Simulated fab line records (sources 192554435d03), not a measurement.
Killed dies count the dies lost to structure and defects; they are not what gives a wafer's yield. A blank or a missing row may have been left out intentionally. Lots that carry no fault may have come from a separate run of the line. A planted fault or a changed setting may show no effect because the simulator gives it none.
Split-lot experiment || flow n5 finfet || 21 wafers read across 7 lots, on a route 1938 steps long

ABOUT THE SPLIT
At N5_BEOL_M2_COAT_67 (time 60 s, resist thk 60 nm), the setting spin rpm was moved away from the recipe's 1500 rpm on 11 of the 21 wafers read, by -8.3% to +10.0%. This setting was run at the recipe's value on the other wafers.

The reading comes from the split's own step.

THE READING
SOC_of_BEOL_M2_COAT_67.thk nm (the simulator's own value, which no gauge read), in nm, at N5_BEOL_M2_COAT_67 (time 60 s, resist thk 60 nm). The file gives no usual value for it. Here, 10 wafers ran the recipe; their average is 60.1 nm with a standard deviation of 0.25 nm.

{"wafer": "L075.1", "tool, chamber at the split": "litho track-03, 0", "spin rpm as run, rpm": 1500, "against the recipe": "recipe", "SOC_of_BEOL_M2_COAT_67.thk nm, nm": 60.4, "against lot-mates on the recipe": "-"}
{"wafer": "L075.2", "tool, chamber at the split": "litho track-03, 0", "spin rpm as run, rpm": 1500, "against the recipe": "recipe", "SOC_of_BEOL_M2_COAT_67.thk nm, nm": 60.4, "against lot-mates on the recipe": "-"}
{"wafer": "L075.4", "tool, chamber at the split": "litho track-03, 0", "spin rpm as run, rpm": 1500, "against the recipe": "recipe", "SOC_of_BEOL_M2_COAT_67.thk nm, nm": 60.2, "against lot-mates on the recipe": "-"}
{"wafer": "L079.3", "tool, chamber at the split": "litho track-05, 0", "spin rpm as run, rpm": 1500, "against the recipe": "recipe", "SOC_of_BEOL_M2_COAT_67.thk nm, nm": 60.4, "against lot-mates on the recipe": "-"}
{"wafer": "L079.4", "tool, chamber at the split": "litho track-05, 0", "spin rpm as run, rpm": 1376, "against the recipe": "-8.3%", "SOC_of_BEOL_M2_COAT_67.thk nm, nm": 62.8, "against lot-mates on the recipe": "+2.4"}
{"wafer": "L079.5", "tool, chamber at the split": "litho track-05, 0", "spin rpm as run, rpm": 1376, "against the recipe": "-8.3%", "SOC_of_BEOL_M2_COAT_67.thk nm, nm": 62.8, "against lot-mates on the recipe": "+2.4"}
{"wafer": "L086.2", "tool, chamber at the split": "litho track-05, 0", "spin rpm as run, rpm": 1650, "against the recipe": "+10.0%", "SOC_of_BEOL_M2_COAT_67.thk nm, nm": 57.4, "against lot-mates on the recipe": -2.8}
{"wafer": "L086.6", "tool, chamber at the split": "litho track-05, 0", "spin rpm as run, rpm": 1650, "against the recipe": "+10.0%", "SOC_of_BEOL_M2_COAT_67.thk nm, nm": 57.4, "against lot-mates on the recipe": -2.8}
{"wafer": "L086.4", "tool, chamber at the split": "litho track-05, 0", "spin rpm as run, rpm": 1500, "against the recipe": "recipe", "SOC_of_BEOL_M2_COAT_67.thk nm, nm": 60.2, "against lot-mates on the recipe": "-"}
{"wafer": "L087.3", "tool, chamber at the split": "litho track-03, 0", "spin rpm as run, rpm": 1625, "against the recipe": "+8.3%", "SOC_of_BEOL_M2_COAT_67.thk nm, nm": 57.8, "against lot-mates on the recipe": -2.4}
{"wafer": "L087.5", "tool, chamber at the split": "litho track-03, 0", "spin rpm as run, rpm": 1625, "against the recipe": "+8.3%", "SOC_of_BEOL_M2_COAT_67.thk nm, nm": 57.6, "against lot-mates on the recipe": -2.6}
{"wafer": "L087.6", "tool, chamber at the split": "litho track-03, 0", "spin rpm as run, rpm": 1500, "against the recipe": "recipe", "SOC_of_BEOL_M2_COAT_67.thk nm, nm": 60.2, "against lot-mates on the recipe": "-"}
{"wafer": "L091.2", "tool, chamber at the split": "litho track-04, 0", "spin rpm as run, rpm": 1593, "against the recipe": "+6.2%", "SOC_of_BEOL_M2_COAT_67.thk nm, nm": 58, "against lot-mates on the recipe": -1.6}
{"wafer": "L091.4", "tool, chamber at the split": "litho track-04, 0", "spin rpm as run, rpm": 1593, "against the recipe": "+6.2%", "SOC_of_BEOL_M2_COAT_67.thk nm, nm": 58, "against lot-mates on the recipe": -1.6}
{"wafer": "L091.3", "tool, chamber at the split": "litho track-04, 0", "spin rpm as run, rpm": 1500, "against the recipe": "recipe", "SOC_of_BEOL_M2_COAT_67.thk nm, nm": 59.6, "against lot-mates on the recipe": "-"}
{"wafer": "L095.1", "tool, chamber at the split": "litho track-04, 0", "spin rpm as run, rpm": 1500, "against the recipe": "recipe", "SOC_of_BEOL_M2_COAT_67.thk nm, nm": 60, "against lot-mates on the recipe": "-"}
{"wafer": "L095.4", "tool, chamber at the split": "litho track-04, 0", "spin rpm as run, rpm": 1422, "against the recipe": "-5.2%", "SOC_of_BEOL_M2_COAT_67.thk nm, nm": 61.8, "against lot-mates on the recipe": "+1.8"}
{"wafer": "L095.5", "tool, chamber at the split": "litho track-04, 0", "spin rpm as run, rpm": 1422, "against the recipe": "-5.2%", "SOC_of_BEOL_M2_COAT_67.thk nm, nm": 61.4, "against lot-mates on the recipe": "+1.4"}
{"wafer": "L096.3", "tool, chamber at the split": "litho track-03, 0", "spin rpm as run, rpm": 1641, "against the recipe": "+9.4%", "SOC_of_BEOL_M2_COAT_67.thk nm, nm": 57.4, "against lot-mates on the recipe": -2.6}
{"wafer": "L096.4", "tool, chamber at the split": "litho track-03, 0", "spin rpm as run, rpm": 1500, "against the recipe": "recipe", "SOC_of_BEOL_M2_COAT_67.thk nm, nm": 59.8, "against lot-mates on the recipe": "-"}
{"wafer": "L096.5", "tool, chamber at the split": "litho track-03, 0", "spin rpm as run, rpm": 1500, "against the recipe": "recipe", "SOC_of_BEOL_M2_COAT_67.thk nm, nm": 60.2, "against lot-mates on the recipe": "-"}

FIT RESULTS
A straight line over all 21 wafers: SOC_of_BEOL_M2_COAT_67.thk nm changes by -0.298 nm for each +1% of spin rpm; r = -0.99; the points scatter about the line by 0.24 nm.
The same after taking each lot's own level away (the mean of its wafers on the recipe; 21 wafers): -0.287 nm for each +1%; r = -1.00; scatter 0.13 nm.
That fit puts the effect of the largest move of spin rpm on the reading at 2.9 nm.
Across the lots, their own levels run from 59.60 to 60.40 nm, a range of 3.2 times the standard deviation given above.
Consequently the slope shifts little with the lot-to-lot level, the two slopes agreeing.
Check: -2.84 nm against its lot-mates is what the line predicts for one of the wafers moved furthest among these (+10.0%) when that wafer is left out of the fit. Against them it came out at -2.8 nm.

FURTHER SPLITS ON THESE WAFERS
Other splits were also applied to these wafers ahead of the reading. Each is held against what the fit with the lots' levels taken away leaves over:
{"other split on the same wafers": "N5_BEOL_M1_EXPOSE_08 dose mj", "wafers away from the commonest value": 6, "r with SOC_of_BEOL_M2_COAT_67.thk nm (lot level and that fit taken away)": "+0.03"}
{"other split on the same wafers": "N5_BEOL_M2_PECVD_72 time s", "wafers away from the commonest value": 4, "r with SOC_of_BEOL_M2_COAT_67.thk nm (lot level and that fit taken away)": -0.09}
{"other split on the same wafers": "N5_BEOL_M2_HM_DEP_02 target thk a", "wafers away from the commonest value": 2, "r with SOC_of_BEOL_M2_COAT_67.thk nm (lot level and that fit taken away)": -0.22}

THE FILE'S OWN FIT
SOC_of_BEOL_M2_COAT_67.thk nm changes by -0.284 nm for each +1% of spin rpm, r = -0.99.
